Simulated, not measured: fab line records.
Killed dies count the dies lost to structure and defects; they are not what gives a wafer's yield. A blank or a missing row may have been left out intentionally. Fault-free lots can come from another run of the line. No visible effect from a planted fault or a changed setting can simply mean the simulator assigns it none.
fab line records	flow n5-finfet	part 1 of 2: steps 1 to 23 of 30
record: lots: 5	wafers: 15	last-day: 16
route steps=1938 shown BEOL_M8@1395 BEOL_M9@1401
lots that met no fault: taken from a fault-free run of the same line
start-h: hours from the record's first day to the start of the lot's first wafer shown	wait-h: time in hours since the lot's previous step	" repeats the value in the row above	L1.1+2: a row that stands for several wafers	- either no value or no given start	* or withheld: withheld	< > ~ a bound
route shown NAME@n: a module of which the file shows steps, and the number in the route of the first	usual: the fault-free wafers' mean and standard deviation	same: alike in all rows	chamber/n: place in a boat	sites: the reading at each site	_std_site: how widely they spread, as a standard deviation	_edge_site: the outer-site mean with the inner-site mean subtracted	radius-mm: how far each site lies from the wafer's centre	mask NAME#n: copy n	behind: the most recent tool/chamber to have shaped the wafer	hold: why the lot was held/for how many hours/how that ended	device: the n, p or np transistor that did not switch	end of line: the same wafers' tests at the end of the route	step lacking rows: just its recipe	killed: dies lost to structure and defects at the first sort, not the wafer's yield	map: per-die view of a wafer (x killed, . not killed, _ where there is no die)
set.NAME: the run value of the setting; set.NAME@STEP: its run value at that earlier step	model.NAME: the simulator's own value behind a step, which no gauge read
lots at selected steps of the route; one table per step, one row per wafer
services: a tool's chamber out of use, with start hour (start-h, from the record's first day; less than 0 if before it), hours out, and reason
== steps ==
step: N5_BEOL_M8_CMP_52
recipe: stop-on: SiCOH_lowk	t-overpolish-s: 6.9	down-force-psi: 1	platen-rpm: 50	clearing-platen-down-force-psi: 1.5	clearing-platen-rpm: 50	post-cmp-clean: cu-alkaline	target-thk-nm: 80	clearing-platen-pad-velocity-m-s: 0.99484	pad-velocity-m-s: 0.99484
usual: barrier-field-endpoint-s: 28.6/0.79	motor-current-A: 6.2/0.57	overpolish-run-s: 6.900/0.01	time-to-endpoint-s: 61/4.1
lot.wafer	tool	chamber	start-h	wait-h	barrier-field-endpoint-s	motor-current-A	overpolish-run-s	time-to-endpoint-s
L076.3	cmp-03	1	205.55	0.3	28.4	6.5	6.900	63
L076.2	"	2	"	"	28.7	7.3	6.903	61
L076.5	"	3	"	"	29.1	6.0	6.902	62
L079.3	cmp-01	2	233.44	0.2	27.6	5.4	6.891	60
L079.2	"	3	"	"	28.8	6.5	6.895	65
L079.5	"	3	"	"	29.1	6.5	6.896	63
L080.4	cmp-03	2	242.14	0.3	28.2	7.1	6.890	56
L080.5	"	3	"	"	28.1	5.7	6.902	55
L080.6	"	0	"	"	27.8	6.0	6.891	56
L090.4	cmp-03	1	318.65	0.2	29.5	6.4	6.912	64
L090.1	"	2	"	"	29.4	7.1	6.900	62
L090.6	"	0	"	"	29.2	6.1	6.890	63
L093.2	cmp-04	3	318.71	0.3	27.0	6.0	6.910	51
L093.3	"	1	"	"	29.3	5.6	6.891	61
L093.5	"	3	"	"	28.4	6.0	6.896	54
step: N5_BEOL_M8_THK_MEAS_53
recipe: thk-meas-gauge: xrf	reads: Cu_of_BEOL_M8_ECD_50
usual: M8_THK: 78.0/2.7
lot.wafer	tool	chamber	start-h	wait-h	M8_THK[nm]
L076.2	film-metro-02	-	205.77	-	76.5
L076.3	"	-	"	"	79.4
L076.5	"	-	"	"	79.6
L079.2	film-metro-01	-	233.73	-	79.2
L079.3	"	-	"	"	76.5
L079.5	"	-	"	"	78.3
L080.4	film-metro-02	-	242.33	-	80.2
L080.5	"	-	"	"	77.4
L080.6	"	-	"	"	82.0
L090.1	film-metro-01	-	318.90	-	76.6
L090.4	"	-	"	"	76.5
L090.6	"	-	"	"	83.2
L093.2	film-metro-02	-	318.97	-	75.1
L093.3	"	-	"	"	77.9
L093.5	"	-	"	"	74.9
step: N5_BEOL_M8_PRE_CLEAN_55
recipe: gas: NH3	time-s: 15	temp-c: withheld	rf-power-w: 300
lot.wafer	tool	chamber	start-h	wait-h
L076.2+3+5	pecvd-02	1,2,0	205.81	0.0
L079.2+3+5	pecvd-04	1,2,2	233.77	0.0
L080.4+5+6	pecvd-03	1,2,0	242.37	0.0
L090.1+4+6	pecvd-02	0,1,0	318.94	0.0
L093.2+3+5	pecvd-03	2,2,1	319.01	0.0
step: N5_BEOL_M8_DEP_56
recipe: material: SiCN	target-thk-a: 100	temp-c: withheld	precursor: 3MS/NH3	pressure-torr: 3	rf-w: 202	time-s: 17.5
usual: showerhead-plenum-p-Torr: 3.670/0.011	showerhead-vpp-V: 881/40	throttle-valve-pct: 8.9/0.48
lot.wafer	tool	chamber	start-h	wait-h	showerhead-plenum-p-Torr	showerhead-vpp-V	throttle-valve-pct
L076.2	pecvd-02	1	205.83	0.0	3.670	849	8.5
L076.3	"	2	"	"	3.667	853	8.5
L076.5	"	0	"	"	3.667	888	8.9
L079.2	pecvd-04	1	233.79	0.0	3.655	934	9.5
L079.3	"	2	"	"	3.667	863	8.9
L079.5	"	2	"	"	3.674	869	9.2
L080.4	pecvd-03	1	242.40	0.0	3.662	811	8.8
L080.5	"	2	"	"	3.676	919	8.0
L080.6	"	0	"	"	3.680	940	9.3
L090.1	pecvd-02	0	318.98	0.0	3.674	880	9.2
L090.4	"	1	"	"	3.671	853	8.5
L090.6	"	0	"	"	3.663	880	9.1
L093.2	pecvd-03	2	319.05	0.0	3.678	914	8.1
L093.3	"	2	"	"	3.676	908	8.2
L093.5	"	1	"	"	3.653	826	8.7
step: N5_BEOL_M8_RS_MEAS_57
recipe: thk-meas-gauge: four-point-probe	reads: Cu_of_BEOL_M8_ECD_50+Co_of_BEOL_M8_CVD_78+TaN_of_BEOL_M8_ALD_77
usual: M8_RS: 0.294/0.012
lot.wafer	tool	chamber	start-h	wait-h	M8_RS[ohm/sq]
L076.2	film-metro-01	-	205.90	0.1	0.299
L076.3	"	-	"	"	0.288
L076.5	"	-	"	"	0.287
L079.2	film-metro-01	-	233.86	0.1	0.288
L079.3	"	-	"	"	0.299
L079.5	"	-	"	"	0.290
L080.4	film-metro-01	-	242.46	0.0	0.286
L080.5	"	-	"	"	0.300
L080.6	"	-	"	"	0.280
L090.1	film-metro-02	-	319.06	0.1	0.300
L090.4	"	-	"	"	0.301
L090.6	"	-	"	"	0.272
L093.2	film-metro-02	-	319.13	0.1	0.308
L093.3	"	-	"	"	0.293
L093.5	"	-	"	"	0.308
step: N5_BEOL_M8_INSPECT_58
recipe: inspect-instrument: darkfield	mode: post-dep
usual: raw-defect-count: 65/18
lot.wafer	tool	chamber	start-h	wait-h	raw-defect-count
L076.2	defect-inspect-02	-	205.93	0.0	54
L076.3	"	-	"	"	58
L076.5	"	-	"	"	89
L079.2	defect-inspect-01	-	233.89	0.0	49
L079.3	"	-	"	"	72
L079.5	"	-	"	"	51
L080.4	defect-inspect-02	-	242.48	0.0	52
L080.5	"	-	"	"	69
L080.6	"	-	"	"	59
L090.1	defect-inspect-02	-	319.09	0.0	60
L090.4	"	-	"	"	85
L090.6	"	-	"	"	75
L093.2	defect-inspect-02	-	319.16	0.0	68
L093.3	"	-	"	"	70
L093.5	"	-	"	"	90
step: N5_BEOL_M9_ILD_DEP_00
recipe: material: SiCOH_lowk	target-thk-a: 3085.1	temp-c: 300	precursor: DEMS/porogen	pressure-torr: 5	rf-w: 500	time-s: 58
usual: heater-power-w: 325/73	showerhead-plenum-p-Torr: 5.745/0.012	showerhead-vpp-V: 1379/58	throttle-valve-pct: 13.4/0.53
lot.wafer	tool	chamber	start-h	wait-h	heater-power-w	showerhead-plenum-p-Torr	showerhead-vpp-V	throttle-valve-pct
L076.2	pecvd-03	1	205.96	0.0	301	5.730	1269	13.7
L076.3	"	1	"	"	319	5.738	1286	13.6
L076.5	"	0	"	"	328	5.760	1456	14.2
L079.2	pecvd-03	2	233.92	0.0	364	5.755	1441	12.6
L079.3	"	0	"	"	337	5.766	1469	14.4
L079.5	"	2	"	"	369	5.746	1473	12.7
L080.4	pecvd-01	0	242.55	0.1	456	5.732	1422	13.4
L080.5	"	2	"	"	291	5.756	1353	13.2
L080.6	"	1	"	"	344	5.749	1454	14.2
L090.1	pecvd-01	1	319.13	0.0	343	5.752	1444	14.0
L090.4	"	1	"	"	346	5.738	1442	14.3
L090.6	"	0	"	"	482	5.722	1407	13.3
L093.2	pecvd-01	2	319.20	0.0	288	5.728	1364	13.1
L093.3	"	1	"	"	361	5.745	1429	14.0
L093.5	"	1	"	"	379	5.744	1408	14.1
step: N5_BEOL_M9_CURE_71
recipe: temp-c: 385	time-s: 240	ambient: He/Ar	material: SiCOH_lowk
usual: lamp-power-pct: 52.31/0.052	wafer_temp_C_max: 386.8/0.68
lot.wafer	tool	chamber	start-h	wait-h	lamp-power-pct	wafer_temp_C_max
L076.2	uv-cure-03	1	206.15	0.2	52.25	387.3
L076.3	"	1	"	"	52.27	387.2
L076.5	"	1	"	"	52.38	387.8
L079.2	uv-cure-02	2	234.36	0.4	52.29	386.7
L079.3	"	2	"	"	52.29	387.3
L079.5	"	2	"	"	52.29	387.1
L080.4	uv-cure-03	2	242.84	0.3	52.32	386.7
L080.5	"	2	"	"	52.26	386.7
L080.6	"	2	"	"	52.30	386.7
L090.1	uv-cure-03	2	319.21	0.0	52.36	387.2
L090.4	"	2	"	"	52.23	386.9
L090.6	"	2	"	"	52.34	387.5
L093.2	uv-cure-01	2	319.35	0.1	52.33	386.2
L093.3	"	2	"	"	52.23	386.3
L093.5	"	2	"	"	52.31	386.3
step: N5_BEOL_M9_THK_MEAS_01
recipe: reads: SiCOH_lowk_of_BEOL_M9_ILD_DEP_00
usual: M9_ILD_THK: 268/3.7
lot.wafer	tool	chamber	start-h	wait-h	M9_ILD_THK[nm]
L076.2	film-metro-02	-	206.58	0.4	261
L076.3	"	-	"	"	264
L076.5	"	-	"	"	265
L079.2	film-metro-02	-	235.19	0.7	269
L079.3	"	-	"	"	265
L079.5	"	-	"	"	275
L080.4	film-metro-01	-	243.11	0.2	269
L080.5	"	-	"	"	274
L080.6	"	-	"	"	264
L090.1	film-metro-01	-	319.72	0.4	261
L090.4	"	-	"	"	266
L090.6	"	-	"	"	271
L093.2	film-metro-02	-	319.79	0.4	272
L093.3	"	-	"	"	267
L093.5	"	-	"	"	269
step: N5_BEOL_M9_PECVD_70
recipe: material: SiO2	target-thk-a: 200	temp-c: 400	precursor: TEOS/O2	pressure-torr: 5.5	rf-w: 450	teos-flow-sccm: 53.8	gas: O2	flow-sccm: 3000	time-s: 22.7
usual: heater-power-w: 750/130	showerhead-plenum-p-Torr: 8.81/0.039	showerhead-vpp-V: 1311/53	throttle-valve-pct: 21.7/0.85
lot.wafer	tool	chamber	start-h	wait-h	heater-power-w	showerhead-plenum-p-Torr	showerhead-vpp-V	throttle-valve-pct
L076.2	pecvd-02	1	206.62	0.0	496	8.83	1264	21.3
L076.3	"	0	"	"	824	8.79	1327	21.9
L076.5	"	1	"	"	492	8.82	1267	21.3
L079.2	pecvd-03	2	235.23	0.0	721	8.83	1379	20.3
L079.3	"	1	"	"	658	8.75	1225	21.9
L079.5	"	1	"	"	667	8.73	1241	21.8
L080.4	pecvd-02	0	243.17	0.1	893	8.81	1317	22.1
L080.5	"	1	"	"	518	8.86	1263	21.4
L080.6	"	2	"	"	827	8.81	1280	20.8
L090.1	pecvd-02	0	319.75	0.0	788	8.78	1305	22.4
L090.4	"	0	"	"	813	8.80	1326	22.4
L090.6	"	1	"	"	557	8.86	1265	21.2
L093.2	pecvd-01	0	319.82	0.0	1034	8.78	1337	21.6
L093.3	"	1	"	"	831	8.81	1344	23.4
L093.5	"	1	"	"	848	8.81	1392	23.3
step: N5_BEOL_M9_HM_DEP_02
recipe: material: TiN	target-thk-a: 200	temp-c: 25	chamber-pressure-pa: 0.49996
usual: substrate-temp-c: 25.00/0.1	throttle-valve-pct: 30.3/1.3
lot.wafer	tool	chamber	start-h	wait-h	substrate-temp-c	throttle-valve-pct
L076.2	pvd-sputter-02	-	206.98	0.3	24.82	30.9
L076.3	"	-	"	"	25.05	30.7
L076.5	"	-	"	"	24.97	28.9
L079.2	pvd-sputter-01	-	235.89	0.6	25.00	28.6
L079.3	"	-	"	"	25.05	31.0
L079.5	"	-	"	"	25.03	30.5
L080.4	pvd-sputter-03	-	245.95	2.8	25.11	31.4
L080.5	"	-	"	"	24.99	31.0
L080.6	"	-	"	"	24.87	31.7
L090.1	pvd-sputter-02	-	322.86	3.1	25.14	30.3
L090.4	"	-	"	"	24.99	29.1
L090.6	"	-	"	"	24.96	30.3
L093.2	pvd-sputter-01	-	322.86	3.0	24.94	30.7
L093.3	"	-	"	"	24.96	28.8
L093.5	"	-	"	"	24.99	29.1
step: N5_BEOL_M9_COAT_59
recipe: resist: SOC	temp-c: 250	time-s: 60	spin-rpm: 1500	resist-thk-nm: 100
usual: plate-temp-C: 250.02/0.15
lot.wafer	tool	chamber	start-h	wait-h	plate-temp-C
L076.2	litho-track-02	0	207.11	0.1	249.91
L076.3	"	0	"	"	249.87
L076.5	"	0	"	"	249.86
L079.2	litho-track-03	0	236.03	0.1	250.16
L079.3	"	0	"	"	249.91
L079.5	"	0	"	"	250.18
L080.4	litho-track-02	0	246.08	0.1	250.10
L080.5	"	0	"	"	250.13
L080.6	"	0	"	"	249.93
L090.1	litho-track-03	0	322.98	0.1	250.08
L090.4	"	0	"	"	250.07
L090.6	"	0	"	"	250.01
L093.2	litho-track-02	0	322.99	0.1	249.95
L093.3	"	0	"	"	250.05
L093.5	"	0	"	"	249.86
step: N5_BEOL_M9_COAT_60
recipe: resist: SiARC	temp-c: 220	time-s: 60	spin-rpm: 1500	resist-thk-nm: 30
usual: plate-temp-C: 220.04/0.14
lot.wafer	tool	chamber	start-h	wait-h	plate-temp-C
L076.2	litho-track-02	0	-	-	220.29
L076.3	"	0	"	"	220.11
L076.5	"	0	"	"	220.21
L079.2	litho-track-03	0	-	-	219.89
L079.3	"	0	"	"	219.96
L079.5	"	0	"	"	219.76
L080.4	litho-track-02	0	-	-	219.84
L080.5	"	0	"	"	219.93
L080.6	"	0	"	"	220.13
L090.1	litho-track-03	0	-	-	220.13
L090.4	"	0	"	"	220.00
L090.6	"	0	"	"	220.17
L093.2	litho-track-02	0	-	-	219.78
L093.3	"	0	"	"	219.94
L093.5	"	0	"	"	220.09
step: N5_BEOL_M9_COAT_05
recipe: resist: CAR-ArF	spin-rpm: 1500	resist-thk-nm: 90
lot.wafer	tool	chamber	start-h	wait-h
L076.2+3+5	litho-track-02	0	-	-
L079.2+3+5	litho-track-03	0	-	-
L080.4+5+6	litho-track-02	0	-	-
L090.1+4+6	litho-track-03	0	-	-
L093.2+3+5	litho-track-02	0	-	-
step: N5_BEOL_M9_EBR_07
recipe: solvent: PGMEA	ebr-width-mm: 1.5
lot.wafer	tool	chamber	start-h	wait-h
L076.2+3+5	litho-track-02	0	-	-
L079.2+3+5	litho-track-03	0	-	-
L080.4+5+6	litho-track-02	0	-	-
L090.1+4+6	litho-track-03	0	-	-
L093.2+3+5	litho-track-02	0	-	-
step: N5_BEOL_M9_SOFTBAKE_06
recipe: temp-c: 110	time-s: 60	resist: CAR-ArF
usual: plate-temp-C: 109.99/0.13
lot.wafer	tool	chamber	start-h	wait-h	plate-temp-C
L076.2	litho-track-02	0	-	-	109.92
L076.3	"	0	"	"	110.00
L076.5	"	0	"	"	110.20
L079.2	litho-track-03	0	-	-	110.04
L079.3	"	0	"	"	110.11
L079.5	"	0	"	"	110.06
L080.4	litho-track-02	0	-	-	110.16
L080.5	"	0	"	"	110.13
L080.6	"	0	"	"	110.14
L090.1	litho-track-03	0	-	-	110.01
L090.4	"	0	"	"	110.05
L090.6	"	0	"	"	110.02
L093.2	litho-track-02	0	-	-	109.87
L093.3	"	0	"	"	109.94
L093.5	"	0	"	"	109.87
step: N5_BEOL_M9_EXPOSE_08
recipe: mask-id: M9	na: 1.35	source-shape: dipole	sigma-inner: 0.411	sigma-outer: 0.611	polarization: te	dose-mj: 53.75
lot.wafer	tool	chamber	start-h	wait-h	mask
L076.2+3+5	arfi-scanner-01	0	207.35	-	M9#0
L079.2+3+5	arfi-scanner-03	0	236.28	-	M9#0
L080.4+5+6	arfi-scanner-02	0	246.34	-	M9#0
L090.1+4+6	arfi-scanner-02	0	323.23	-	M9#0
L093.2+3+5	arfi-scanner-03	0	323.40	-	M9#0
step: N5_BEOL_M9_PEB_09
recipe: peb-temp-c: withheld	peb-time-s: 60	resist: CAR-ArF
lot.wafer	tool	chamber	start-h	wait-h
L076.2+3+5	litho-track-05	0	207.41	0.0
L079.2+3+5	litho-track-02	0	236.33	0.0
L080.4+5+6	litho-track-03	0	246.38	0.0
L090.1+4+6	litho-track-05	0	323.29	0.1
L093.2+3+5	litho-track-03	0	323.45	0.0
step: N5_BEOL_M9_DEVELOP_10
recipe: develop-time-s: 30	developer: TMAH	resist: CAR-ArF	rinse-liquid: diw	dry: air-spin	dev-temp-c: 23
lot.wafer	tool	chamber	start-h	wait-h
L076.2+3+5	litho-track-05	0	-	-
L079.2+3+5	litho-track-02	0	-	-
L080.4+5+6	litho-track-03	0	-	-
L090.1+4+6	litho-track-05	0	-	-
L093.2+3+5	litho-track-03	0	-	-
step: N5_BEOL_M9_CD_MEAS_11
recipe: target-cd-nm: 64.1	landing-energy-ev: 500	detector: se-inlens	polarity: opening
usual: cd-nm: 64.2/0.85
lot.wafer	tool	chamber	start-h	wait-h	cd-nm
L076.2	cd-sem-01	0	207.48	-	64.1
L076.3	"	0	"	"	65.1
L076.5	"	0	"	"	64.8
L079.2	cd-sem-01	0	236.40	-	62.4
L079.3	"	0	"	"	63.5
L079.5	"	0	"	"	63.6
L080.4	cd-sem-01	0	246.45	-	64.3
L080.5	"	0	"	"	64.3
L080.6	"	0	"	"	62.8
L090.1	cd-sem-01	0	323.35	-	64.4
L090.4	"	0	"	"	65.1
L090.6	"	0	"	"	64.0
L093.2	cd-sem-03	0	323.52	-	65.2
L093.3	"	0	"	"	65.0
L093.5	"	0	"	"	63.2
step: N5_BEOL_M9_OVL_MEAS_12
recipe: points-per-wafer: 44
usual: M9_OVL: -0.5/0.76
same: points-per-wafer: 44
lot.wafer	tool	chamber	start-h	wait-h	M9_OVL[nm]
L076.2	overlay-01	0	207.51	0.0	-0.8
L076.3	"	0	"	"	0.0
L076.5	"	0	"	"	-1.0
L079.2	overlay-01	0	236.43	0.0	-1.3
L079.3	"	0	"	"	0.2
L079.5	"	0	"	"	0.0
L080.4	overlay-02	0	246.48	0.0	-0.7
L080.5	"	0	"	"	0.4
L080.6	"	0	"	"	0.2
L090.1	overlay-01	0	323.38	0.0	-1.1
L090.4	"	0	"	"	-1.3
L090.6	"	0	"	"	-0.8
L093.2	overlay-02	0	323.55	0.0	-1.0
L093.3	"	0	"	"	-0.6
L093.5	"	0	"	"	0.1
step: N5_BEOL_M9_INSPECT_13
recipe: mode: adi	inspect-instrument: brightfield
usual: raw-defect-count: 399/78
lot.wafer	tool	chamber	start-h	wait-h	raw-defect-count
L076.2	defect-inspect-02	-	207.53	0.0	319
L076.3	"	-	"	"	446
L076.5	"	-	"	"	448
L079.2	defect-inspect-01	-	236.45	0.0	372
L079.3	"	-	"	"	468
L079.5	"	-	"	"	533
L080.4	defect-inspect-01	-	246.50	0.0	436
L080.5	"	-	"	"	473
L080.6	"	-	"	"	379
L090.1	defect-inspect-01	-	323.41	0.0	292
L090.4	"	-	"	"	416
L090.6	"	-	"	"	378
L093.2	defect-inspect-01	-	323.57	0.0	491
L093.3	"	-	"	"	490
L093.5	"	-	"	"	601
step: N5_BEOL_M9_DESCUM_16
recipe: chemistry: O2	time-s: 7.9	source-power-w: 50	bias-power-w: 20	pressure-mtorr: 20	rf-frequency-hz: 2.712e+07	temp-c: 40	resist: CAR-ArF	o2-flow-sccm: 225
usual: drypump-motor-current-A: 5.9/0.46	oes-product-au: 0.76/0.089	rf-vpp-V: 243.1/1.5	showerhead-plenum-p-Torr: 2.08/0.083	throttle-valve-pct: 20.5/0.32
lot.wafer	tool	chamber	start-h	wait-h	drypump-motor-current-A	oes-product-au	rf-hours-counter-h	rf-vpp-V	showerhead-plenum-p-Torr	throttle-valve-pct
L076.2	rie-diel-03	1	207.56	0.0	6.8	0.68	207	241.4	2.00	20.9
L076.3	"	0	"	"	5.8	0.76	165	245.6	2.18	20.9
L076.5	"	2	"	"	6.2	0.69	-	244.7	2.12	20.3
L079.2	rie-diel-06	0	236.49	0.0	6.5	0.73	201	242.7	1.99	20.2
L079.3	"	2	"	"	5.7	0.99	3	243.3	2.05	20.6
L079.5	"	1	"	"	6.5	0.86	-	245.3	2.19	20.2
L080.4	rie-diel-06	3	246.68	0.2	5.9	0.76	146	240.0	1.92	20.1
L080.5	"	1	"	"	6.5	0.85	-	244.2	2.19	20.2
L080.6	"	2	"	"	5.6	0.98	-	242.0	2.05	20.6
L090.1	rie-diel-06	0	323.44	0.0	6.5	0.72	228	240.2	1.98	20.2
L090.4	"	1	"	"	6.5	0.84	76	245.8	2.18	20.2
L090.6	"	3	"	"	5.9	0.73	-	241.4	1.91	20.1
L093.2	rie-diel-06	2	323.73	0.2	5.6	0.91	27	242.4	2.04	20.6
L093.3	"	1	"	"	6.5	0.84	76	244.7	2.18	20.2
L093.5	"	0	"	"	6.5	0.72	-	241.6	1.98	20.2
